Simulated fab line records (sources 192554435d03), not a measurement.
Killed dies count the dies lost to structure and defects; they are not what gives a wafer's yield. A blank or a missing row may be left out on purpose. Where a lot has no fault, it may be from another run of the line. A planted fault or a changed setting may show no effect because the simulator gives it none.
fab line records	flow n5-finfet	part 1 of 2: steps 1 to 22 of 27
record: lots: 5	wafers: 15	last-day: 17
route steps=1938 shown BEOL_M1@777
lots untouched by any fault: they come from a run of this same line in which no faults occurred
start-h: the number of hours between the record's first day and the start of the first shown wafer of the lot	wait-h: hours from the lot's prior step to this one	" unchanged from the row above	L1.1+2: a row that stands for several wafers	- value missing, or start not given	* or withheld: withheld	< > ~ a bound
route shown NAME@n: a module of which the file shows steps, and the number in the route of the first	usual: the fault-free wafers' mean and standard deviation	same: alike in all rows	chamber/n: place in a boat	sites: readings site by site	_std_site: the values' standard deviation	_edge_site: the outer-site mean with the inner-site mean subtracted	radius-mm: how far each site lies from the wafer's centre	mask NAME#n: copy n	behind: the most recent tool/chamber to have shaped the wafer	hold: the reason the lot was held/the length of the hold in hours/how it ended	device: the transistor (n, p or np) that didn't switch	end of line: the same wafers' tests at the end of the route	a step with no rows: only its recipe	killed: the dies lost at the first sort to structure and to defects; this is not the yield of the wafer	map: dies across one wafer; x = killed, . = not, _ = none there
set.NAME: the run value of the setting; set.NAME@STEP: its run value at that earlier step	model.NAME: the simulator's own value behind a step, which no gauge read
a table for each step, a row for each wafer; lots at some steps of the route
services: a tool's chamber out of use, with start hour (start-h, from the record's first day; less than 0 if before it), hours out, and reason
== steps ==
step: N5_BEOL_M1_COAT_67
recipe: resist: SOC	temp-c: 250	time-s: 60	spin-rpm: 1500	resist-thk-nm: 60
same: time-s: 60
lot.wafer	tool	chamber	start-h	wait-h
L074.1+2+3	litho-track-02	0	121.91	0.0
L080.2+3+5	litho-track-05	0	153.11	0.0
L084.1+2+3	litho-track-05	0	182.96	0.0
L091.3+4+5	litho-track-03	0	223.36	0.0
L096.1+2+5	litho-track-03	0	263.94	0.0
step: N5_BEOL_M1_COAT_68
recipe: resist: SiARC	temp-c: 220	time-s: 60	spin-rpm: 1500	resist-thk-nm: 12
same: time-s: 60
lot.wafer	tool	chamber	start-h	wait-h
L074.1+2+3	litho-track-02	0	-	-
L080.2+3+5	litho-track-05	0	-	-
L084.1+2+3	litho-track-05	0	-	-
L091.3+4+5	litho-track-03	0	-	-
L096.1+2+5	litho-track-03	0	-	-
step: N5_BEOL_M1_COAT_76
recipe: resist: underlayer	temp-c: 205	time-s: 60	spin-rpm: 1500	resist-thk-nm: 5
same: time-s: 60
lot.wafer	tool	chamber	start-h	wait-h
L074.1+2+3	litho-track-02	0	-	-
L080.2+3+5	litho-track-05	0	-	-
L084.1+2+3	litho-track-05	0	-	-
L091.3+4+5	litho-track-03	0	-	-
L096.1+2+5	litho-track-03	0	-	-
step: N5_BEOL_M1_COAT_22
recipe: resist: CAR-EUV	spin-rpm: 1500	resist-thk-nm: 30
lot.wafer	tool	chamber	start-h	wait-h
L074.1+2+3	litho-track-02	0	-	-
L080.2+3+5	litho-track-05	0	-	-
L084.1+2+3	litho-track-05	0	-	-
L091.3+4+5	litho-track-03	0	-	-
L096.1+2+5	litho-track-03	0	-	-
step: N5_BEOL_M1_EBR_24
recipe: solvent: PGMEA	ebr-width-mm: 1.5
lot.wafer	tool	chamber	start-h	wait-h
L074.1+2+3	litho-track-02	0	-	-
L080.2+3+5	litho-track-05	0	-	-
L084.1+2+3	litho-track-05	0	-	-
L091.3+4+5	litho-track-03	0	-	-
L096.1+2+5	litho-track-03	0	-	-
step: N5_BEOL_M1_SOFTBAKE_23
recipe: temp-c: 110	time-s: 60	resist: CAR-EUV
same: time-s: 60
lot.wafer	tool	chamber	start-h	wait-h
L074.1+2+3	litho-track-02	0	-	-
L080.2+3+5	litho-track-05	0	-	-
L084.1+2+3	litho-track-05	0	-	-
L091.3+4+5	litho-track-03	0	-	-
L096.1+2+5	litho-track-03	0	-	-
step: N5_BEOL_M1_EXPOSE_25
recipe: mask-id: V0	na: 0.33	source-shape: quasar	sigma-inner: 0.2	sigma-outer: 0.8	polarization: unpolarized	defocus-nm: 5	target-cd-nm: 24	dose-mj: 63
same: dipole-opening-deg: 30	sigma-outer: 0.8
lot.wafer	tool	chamber	start-h	wait-h	mask
L074.1+2+3	euv-scanner-01	0	122.17	-	V0#0
L080.2+3+5	euv-scanner-01	0	153.47	-	V0#0
L084.1+2+3	euv-scanner-02	0	183.09	-	V0#0
L091.3+4+5	euv-scanner-02	0	223.53	-	V0#0
L096.1+2+5	euv-scanner-01	0	264.20	-	V0#0
step: N5_BEOL_M1_PEB_26
recipe: peb-temp-c: 100	peb-time-s: 60	resist: CAR-EUV
lot.wafer	tool	chamber	start-h	wait-h
L074.1+2+3	litho-track-05	0	122.25	0.1
L080.2+3+5	litho-track-03	0	153.54	0.1
L084.1+2+3	litho-track-02	0	183.17	0.1
L091.3+4+5	litho-track-03	0	223.59	0.1
L096.1+2+5	litho-track-05	0	264.28	0.1
step: N5_BEOL_M1_DEVELOP_27
recipe: develop-time-s: 30	developer: TMAH	resist: CAR-EUV	rinse-liquid: surfactant-rinse	dry: air-spin	dev-temp-c: 23
lot.wafer	tool	chamber	start-h	wait-h
L074.1+2+3	litho-track-05	0	-	-
L080.2+3+5	litho-track-03	0	-	-
L084.1+2+3	litho-track-02	0	-	-
L091.3+4+5	litho-track-03	0	-	-
L096.1+2+5	litho-track-05	0	-	-
step: N5_BEOL_M1_CD_MEAS_28
recipe: landing-energy-ev: 500	detector: se-inlens	target-cd-y-nm: 23.3
usual: cd-nm: 23.92/0.24
same: landing-energy-ev: 500
lot.wafer	tool	chamber	start-h	wait-h	cd-nm
L074.1	cd-sem-01	0	122.32	-	23.64
L074.2	"	0	"	"	24.14
L074.3	"	0	"	"	24.04
L080.2	cd-sem-02	0	153.61	-	23.89
L080.3	"	0	"	"	23.90
L080.5	"	0	"	"	23.93
L084.1	cd-sem-02	0	183.24	-	23.97
L084.2	"	0	"	"	23.64
L084.3	"	0	"	"	23.70
L091.3	cd-sem-02	0	223.66	-	23.75
L091.4	"	0	"	"	23.99
L091.5	"	0	"	"	23.80
L096.1	cd-sem-01	0	264.35	-	24.13
L096.2	"	0	"	"	24.03
L096.5	"	0	"	"	23.89
step: N5_BEOL_M1_OVL_MEAS_29
recipe: points-per-wafer: 522
usual: V0_OVL: 0.0/0.59
lot.wafer	tool	chamber	start-h	wait-h	V0_OVL[nm]
L074.1	overlay-01	0	122.35	0.0	-0.1
L074.2	"	0	"	"	0.9
L074.3	"	0	"	"	-0.2
L080.2	overlay-02	0	153.64	0.0	0.6
L080.3	"	0	"	"	0.8
L080.5	"	0	"	"	0.7
L084.1	overlay-02	0	183.27	0.0	0.2
L084.2	"	0	"	"	-0.1
L084.3	"	0	"	"	0.2
L091.3	overlay-02	0	223.70	0.0	0.6
L091.4	"	0	"	"	0.0
L091.5	"	0	"	"	-0.5
L096.1	overlay-02	0	264.38	0.0	-0.3
L096.2	"	0	"	"	-1.0
L096.5	"	0	"	"	-0.3
step: N5_BEOL_M1_INSPECT_30
recipe: mode: adi	inspect-instrument: brightfield
usual: raw-defect-count: 466/120
lot.wafer	tool	chamber	start-h	wait-h	raw-defect-count
L074.1	defect-inspect-01	-	122.41	0.1	433
L074.2	"	-	"	"	523
L074.3	"	-	"	"	451
L080.2	defect-inspect-02	-	153.69	0.0	634
L080.3	"	-	"	"	522
L080.5	"	-	"	"	376
L084.1	defect-inspect-01	-	183.33	0.1	738
L084.2	"	-	"	"	636
L084.3	"	-	"	"	648
L091.3	defect-inspect-01	-	223.75	0.0	401
L091.4	"	-	"	"	589
L091.5	"	-	"	"	381
L096.1	defect-inspect-02	-	264.43	0.1	438
L096.2	"	-	"	"	414
L096.5	"	-	"	"	470
step: N5_BEOL_M1_DESCUM_33
recipe: chemistry: O2	time-s: 7	source-power-w: 50	bias-power-w: 20	pressure-mtorr: 20	rf-frequency-hz: 2.712e+07	temp-c: 40	resist: CAR-EUV	o2-flow-sccm: 225
usual: drypump-motor-current-A: 5.8/0.47	oes-product-au: 0.82/0.095	rf-vpp-V: 242.9/1.4	showerhead-plenum-p-Torr: 2.08/0.06	throttle-valve-pct: 20.30/0.13
same: time-s: 7
lot.wafer	tool	chamber	start-h	wait-h	drypump-motor-current-A	oes-product-au	rf-hours-counter-h	rf-vpp-V	showerhead-plenum-p-Torr	throttle-valve-pct
L074.1	rie-diel-01	3	122.48	0.1	4.7	0.84	72	242.9	2.04	20.22
L074.2	"	2	"	"	4.9	0.84	56	242.3	2.05	20.23
L074.3	"	1	"	"	5.8	0.77	133	241.3	2.01	20.09
L080.2	rie-diel-06	1	153.73	0.0	6.6	0.89	40	245.1	2.21	20.37
L080.3	"	0	"	"	5.8	0.99	3	242.2	2.07	20.19
L080.5	"	3	"	"	5.9	0.85	-	242.6	2.05	20.18
L084.1	rie-diel-02	0	183.36	0.0	5.9	0.71	222	242.3	2.07	20.48
L084.2	"	3	"	"	5.6	0.69	209	244.5	2.16	20.45
L084.3	"	2	"	"	6.0	0.95	16	241.7	2.06	20.42
L091.3	rie-diel-06	2	224.69	0.9	5.7	0.68	234	244.1	2.06	20.21
L091.4	"	0	"	"	5.8	0.91	29	242.3	2.06	20.23
L091.5	"	0	"	"	5.8	0.92	-	242.8	2.06	20.23
L096.1	rie-diel-06	2	264.47	0.0	5.7	0.68	246	241.7	2.06	20.25
L096.2	"	3	"	"	5.9	0.81	81	242.3	2.03	20.25
L096.5	"	2	"	"	5.6	0.68	-	242.1	2.06	20.24
step: N5_BEOL_M1_ETCH_77
recipe: chemistry: N2/H2	target: underlayer	target-depth-a: 65	mask-material: CAR-EUV	time-s: 5.2	ion-energy-ev: 200	pressure-mtorr: 30	source-w: 840	bias-w: 150	n2-flow-sccm: 200	h2-flow-sccm: 200	ends: cleared
usual: bias-w: 150.0/0.45	drypump-motor-current-A: 5.8/0.47	etch-rf-on-time-s: 5.18/0.086	oes-product-au: 0.70/0.082	rf-vpp-V: 523.4/2.3	showerhead-plenum-p-Torr: 2.52/0.076	throttle-valve-pct: 17.71/0.17
lot.wafer	tool	chamber	start-h	wait-h	bias-w	drypump-motor-current-A	etch-rf-on-time-s	oes-product-au	rf-hours-counter-h	rf-vpp-V	showerhead-plenum-p-Torr	throttle-valve-pct
L074.1	rie-diel-01	3	122.52	0.0	149.8	4.7	5.24	0.71	72	522.5	2.48	17.61
L074.2	"	2	"	"	149.9	5.0	5.14	0.71	56	522.4	2.48	17.64
L074.3	"	1	"	"	149.8	5.8	5.24	0.66	133	523.2	2.45	17.54
L080.2	rie-diel-06	1	153.76	0.0	149.8	6.6	5.24	0.76	40	528.9	2.69	17.81
L080.3	"	0	"	"	150.8	5.7	5.05	0.86	3	523.0	2.49	17.42
L080.5	"	3	"	"	150.4	5.9	5.16	0.74	-	522.3	2.48	17.57
L084.1	rie-diel-02	0	183.40	0.0	150.8	6.0	5.20	0.61	222	524.1	2.51	17.92
L084.2	"	3	"	"	150.1	5.6	5.31	0.58	209	523.6	2.63	17.99
L084.3	"	2	"	"	149.5	6.0	5.13	0.80	16	521.7	2.49	17.68
L091.3	rie-diel-06	2	224.73	0.0	149.4	5.7	5.32	0.58	234	523.1	2.51	17.73
L091.4	"	0	"	"	149.6	5.8	5.08	0.79	29	522.1	2.48	17.49
L091.5	"	0	"	"	150.1	5.8	5.07	0.78	-	523.9	2.48	17.49
L096.1	rie-diel-06	2	264.50	0.0	149.9	5.7	5.34	0.57	246	522.4	2.51	17.77
L096.2	"	3	"	"	150.1	5.9	5.18	0.70	81	521.0	2.46	17.65
L096.5	"	2	"	"	149.6	5.7	5.32	0.57	-	523.4	2.51	17.76
step: N5_BEOL_M1_ETCH_69
recipe: chemistry: CF4	target: SiARC	target-depth-a: 156	mask-material: CAR-EUV	time-s: 26	ion-energy-ev: 80	pressure-mtorr: 40	source-w: 545	bias-w: 36	Ar_flow_sccm: 100	cf4-flow-sccm: 100	ends: cleared
usual: bias-w: 35.99/0.11	drypump-motor-current-A: 5.8/0.47	etch-rf-on-time-s: 26.0/0.44	mfc-ar-sccm: 100.0/0.3	oes-product-au: 0.70/0.082	rf-vpp-V: 183.8/1.1	showerhead-plenum-p-Torr: 2.12/0.06	throttle-valve-pct: 15.45/0.15
lot.wafer	tool	chamber	start-h	wait-h	bias-w	drypump-motor-current-A	etch-rf-on-time-s	mfc-ar-sccm	oes-product-au	rf-hours-counter-h	rf-vpp-V	showerhead-plenum-p-Torr	throttle-valve-pct
L074.1	rie-diel-01	3	122.53	0.0	35.96	4.7	26.1	100.2	0.72	73	183.6	2.08	15.34
L074.2	"	2	"	"	36.20	5.0	25.6	100.3	0.72	56	183.2	2.09	15.31
L074.3	"	1	"	"	36.06	5.8	26.1	100.1	0.66	133	183.1	2.06	15.30
L080.2	rie-diel-06	1	153.78	0.0	36.04	6.6	26.0	100.1	0.75	40	185.4	2.26	15.51
L080.3	"	0	"	"	35.97	5.8	25.2	100.1	0.86	3	184.0	2.10	15.24
L080.5	"	3	"	"	36.06	5.9	25.6	99.9	0.74	-	182.0	2.09	15.28
L084.1	rie-diel-02	0	183.41	0.0	35.87	5.9	26.1	100.2	0.61	222	183.3	2.12	15.73
L084.2	"	3	"	"	35.89	5.6	26.4	99.5	0.59	209	186.0	2.20	15.68
L084.3	"	2	"	"	36.14	6.0	25.9	100.3	0.81	16	182.6	2.10	15.46
L091.3	rie-diel-06	2	224.75	0.0	36.14	5.6	26.3	99.8	0.59	234	184.8	2.11	15.46
L091.4	"	0	"	"	36.10	5.8	25.1	99.7	0.79	29	184.7	2.09	15.29
L091.5	"	0	"	"	36.09	5.7	25.2	99.9	0.78	-	183.7	2.09	15.30
L096.1	rie-diel-06	2	264.52	0.0	35.83	5.6	26.4	100.4	0.58	246	182.8	2.10	15.50
L096.2	"	3	"	"	35.85	5.9	25.7	100.1	0.69	81	181.8	2.08	15.37
L096.5	"	2	"	"	35.95	5.7	26.6	99.7	0.58	-	183.9	2.10	15.51
step: N5_BEOL_M1_ALD_98
recipe: material: SiO2	target-thk-a: 25	temp-c: 100	ald-precursor-family: BDEAS	ald-co-reactant: O2-plasma	pulse-time-s: 1	co-reactant-pulse-time-s: 1	purge-time-s: 2	co-reactant-purge-time-s: 2	ald-cycles: 17	pressure-torr: 2
usual: heater-power-w: 75/7.2	precursor-pulse-height-rel: 0.998/0.018
same: ald-cycles: 17	pulse-time-s: 1
lot.wafer	tool	chamber	start-h	wait-h	heater-power-w	precursor-pulse-height-rel
L074.1	ald-sin-04	3	122.62	0.1	76	0.996
L074.2	"	0	"	"	62	1.016
L074.3	"	1	"	"	74	0.969
L080.2	ald-sin-03	3	153.86	0.1	85	1.024
L080.3	"	1	"	"	84	0.954
L080.5	"	3	"	"	88	0.986
L084.1	ald-sin-04	0	184.05	0.6	63	0.997
L084.2	"	2	"	"	73	1.010
L084.3	"	3	"	"	78	0.995
L091.3	ald-sin-01	3	224.84	0.1	68	0.973
L091.4	"	2	"	"	79	1.012
L091.5	"	1	"	"	92	1.022
L096.1	ald-sin-01	1	264.69	0.1	89	1.013
L096.2	"	0	"	"	67	0.988
L096.5	"	2	"	"	77	1.002
step: N5_BEOL_M1_ETCHBACK_99
recipe: chemistry: CHF3	target: SiO2	target-depth-a: 50	time-s: 10.4	source-w: 215	bias-w: 47	Ar_flow_sccm: 200	CHF3_flow_sccm: 12	ion-energy-ev: 100	pressure-mtorr: 30
usual: bias-w: 46.99/0.14	drypump-motor-current-A: 5.7/0.52	mfc-ar-sccm: 199.9/0.6	oes-product-au: 0.81/0.09	rf-vpp-V: 240/3.2	showerhead-plenum-p-Torr: 2.13/0.07	throttle-valve-pct: 16.93/0.17
same: time-s: 10.4
lot.wafer	tool	chamber	start-h	wait-h	bias-w	drypump-motor-current-A	mfc-ar-sccm	oes-product-au	rf-hours-counter-h	rf-vpp-V	showerhead-plenum-p-Torr	throttle-valve-pct
L074.1	rie-diel-06	3	124.23	1.6	46.86	5.9	199.9	0.89	30	240	2.11	16.75
L074.2	"	2	"	"	46.67	5.7	200.0	0.70	203	242	2.13	16.85
L074.3	"	1	"	"	47.03	6.6	198.9	0.89	37	245	2.28	17.00
L080.2	rie-diel-01	2	159.85	5.9	46.75	4.9	200.3	0.82	68	240	2.09	16.78
L080.3	"	1	"	"	46.85	5.8	200.0	0.75	145	235	2.06	16.76
L080.5	"	3	"	"	47.15	4.7	199.4	0.83	-	241	2.08	16.79
L084.1	rie-diel-02	3	191.51	7.4	47.21	5.6	199.8	0.69	210	242	2.21	17.09
L084.2	"	1	"	"	46.74	6.1	200.0	0.96	6	239	2.12	16.92
L084.3	"	0	"	"	47.02	5.9	199.7	0.70	224	238	2.13	17.21
L091.3	rie-diel-06	3	227.53	2.6	46.98	5.9	199.3	0.83	70	240	2.09	16.82
L091.4	"	0	"	"	46.93	5.8	200.0	0.91	30	238	2.10	16.78
L091.5	"	1	"	"	46.96	6.6	200.6	0.86	-	248	2.27	17.06
L096.1	rie-diel-06	2	271.23	6.5	46.96	5.6	199.8	0.67	247	239	2.12	16.93
L096.2	"	1	"	"	47.24	6.6	200.4	0.84	74	247	2.27	17.07
L096.5	"	3	"	"	47.13	5.9	199.8	0.81	-	240	2.09	16.86
step: N5_BEOL_M1_ETCH_70
recipe: chemistry: N2/H2	target: SOC	target-depth-a: 800	overetch-a: 160	mask-material: SiARC	temp-c: 40	time-s: 120	ion-energy-ev: 200	pressure-mtorr: 30	source-w: 840	bias-w: 150	n2-flow-sccm: 200	h2-flow-sccm: 200
usual: bias-w: 149.9/0.43	drypump-motor-current-A: 5.7/0.53	oes-product-au: 0.62/0.065	rf-vpp-V: 523.3/2.3	showerhead-plenum-p-Torr: 2.52/0.08	throttle-valve-pct: 17.69/0.19
same: time-s: 120
lot.wafer	tool	chamber	start-h	wait-h	bias-w	drypump-motor-current-A	oes-product-au	rf-hours-counter-h	rf-vpp-V	showerhead-plenum-p-Torr	throttle-valve-pct
L074.1	rie-diel-06	3	124.26	0.0	150.1	5.9	0.68	30	522.5	2.48	17.49
L074.2	"	2	"	"	150.1	5.6	0.55	203	523.9	2.53	17.64
L074.3	"	1	"	"	149.6	6.6	0.69	37	528.1	2.69	17.76
L080.2	rie-diel-01	2	159.89	0.0	150.0	5.0	0.63	68	521.9	2.48	17.62
L080.3	"	1	"	"	150.1	5.8	0.58	145	521.3	2.44	17.53
L080.5	"	3	"	"	149.7	4.7	0.64	-	522.3	2.47	17.59
L084.1	rie-diel-02	3	191.54	0.0	150.0	5.6	0.53	210	526.3	2.63	17.96
L084.2	"	1	"	"	150.0	6.1	0.72	6	522.8	2.49	17.55
L084.3	"	0	"	"	150.5	5.9	0.54	224	521.8	2.51	17.88
L091.3	rie-diel-06	3	227.56	0.0	149.8	5.9	0.64	70	521.6	2.47	17.56
L091.4	"	0	"	"	149.6	5.8	0.69	30	522.5	2.48	17.44
L091.5	"	1	"	"	149.8	6.7	0.66	-	527.1	2.68	17.81
L096.1	rie-diel-06	2	271.27	0.0	150.0	5.7	0.53	247	523.7	2.51	17.71
L096.2	"	1	"	"	150.3	6.6	0.64	74	527.1	2.68	17.82
L096.5	"	3	"	"	149.8	5.9	0.62	-	522.9	2.46	17.57
step: N5_BEOL_M1_STRIP_71
recipe: chemistry: N2/H2	temp-c: 40	n2-flow-sccm: 200	h2-flow-sccm: 200	rf-frequency-hz: 6e+07
lot.wafer	tool	chamber	start-h	wait-h
L074.1+2+3	rie-diel-06	3,2,1	124.35	0.0
L080.2+3+5	rie-diel-01	2,1,3	159.97	0.0
L084.1+2+3	rie-diel-02	3,1,0	191.62	0.0
L091.3+4+5	rie-diel-06	3,0,1	227.64	0.0
L096.1+2+5	rie-diel-06	2,1,3	271.35	0.0
step: N5_BEOL_M1_STRIP_78
recipe: chemistry: N2/H2	temp-c: 40	n2-flow-sccm: 200	h2-flow-sccm: 200	rf-frequency-hz: 6e+07
lot.wafer	tool	chamber	start-h	wait-h
L074.1+2+3	rie-diel-06	3,2,1	124.36	0.0
L080.2+3+5	rie-diel-01	2,1,3	159.98	0.0
L084.1+2+3	rie-diel-02	3,1,0	191.63	0.0
L091.3+4+5	rie-diel-06	3,0,1	227.65	0.0
L096.1+2+5	rie-diel-06	2,1,3	271.36	0.0
step: N5_BEOL_M1_VIA_ETCH_34
recipe: chemistry: C4F6/O2	target-depth-a: 678	mask-material: SOC	pressure-mtorr: 15	ion-energy-ev: 250	taper-deg: 4	time-s: 64.4	source-w: 350	bias-w: 170	Ar_flow_sccm: 300	C4F6_flow_sccm: 10	O2_flow_sccm: 10
usual: C4F6_flow_sccm: 10.004/0.028	bias-w: 170.0/0.52	drypump-motor-current-A: 5.7/0.52	mfc-ar-sccm: 300.0/0.94	oes-product-au: 0.81/0.089	rf-vpp-V: 664/8.4	showerhead-plenum-p-Torr: 2.82/0.09	throttle-valve-pct: 30.59/0.23
same: time-s: 64.4
lot.wafer	tool	chamber	start-h	wait-h	C4F6_flow_sccm	bias-w	drypump-motor-current-A	mfc-ar-sccm	oes-product-au	rf-hours-counter-h	rf-vpp-V	showerhead-plenum-p-Torr	throttle-valve-pct
L074.1	rie-diel-06	3	124.37	0.0	9.986	170.0	5.9	301.2	0.89	30	660	2.78	30.51
L074.2	"	2	"	"	10.005	168.8	5.7	300.2	0.71	203	665	2.81	30.37
L074.3	"	1	"	"	10.012	170.3	6.6	299.0	0.91	37	684	3.01	30.84
L080.2	rie-diel-01	2	159.99	0.0	9.964	170.4	5.0	300.1	0.83	68	664	2.77	30.49
L080.3	"	1	"	"	9.961	170.8	5.8	299.8	0.76	145	655	2.73	30.30
L080.5	"	3	"	"	10.012	169.6	4.7	299.6	0.83	-	666	2.74	30.36
L084.1	rie-diel-02	3	191.64	0.0	9.978	170.8	5.6	300.1	0.69	211	667	2.92	30.56
L084.2	"	1	"	"	10.008	170.0	6.0	300.1	0.96	6	658	2.80	30.73
L084.3	"	0	"	"	10.021	170.2	5.9	301.4	0.71	224	660	2.81	30.83
L091.3	rie-diel-06	3	227.66	0.0	10.004	170.7	5.9	300.0	0.84	70	660	2.76	30.55
L091.4	"	0	"	"	9.996	170.3	5.8	300.3	0.92	30	659	2.78	30.38
L091.5	"	1	"	"	10.007	170.4	6.6	300.2	0.86	-	684	3.00	30.86
L096.1	rie-diel-06	2	271.37	0.0	9.981	169.7	5.6	300.8	0.67	247	665	2.80	30.41
L096.2	"	1	"	"	10.007	170.0	6.6	300.2	0.84	75	684	2.99	30.89
L096.5	"	3	"	"	9.973	169.9	5.9	299.5	0.81	-	661	2.76	30.58
step: N5_BEOL_M1_STRIP_83
recipe: chemistry: C4F6/O2	resist: SiARC	rf-frequency-hz: 6e+07
lot.wafer	tool	chamber	start-h	wait-h
L074.1+2+3	rie-diel-06	3,2,1	124.42	0.0
L080.2+3+5	rie-diel-01	2,1,3	160.04	0.0
L084.1+2+3	rie-diel-02	3,1,0	191.69	0.0
L091.3+4+5	rie-diel-06	3,0,1	227.71	0.0
L096.1+2+5	rie-diel-06	2,1,3	271.42	0.0
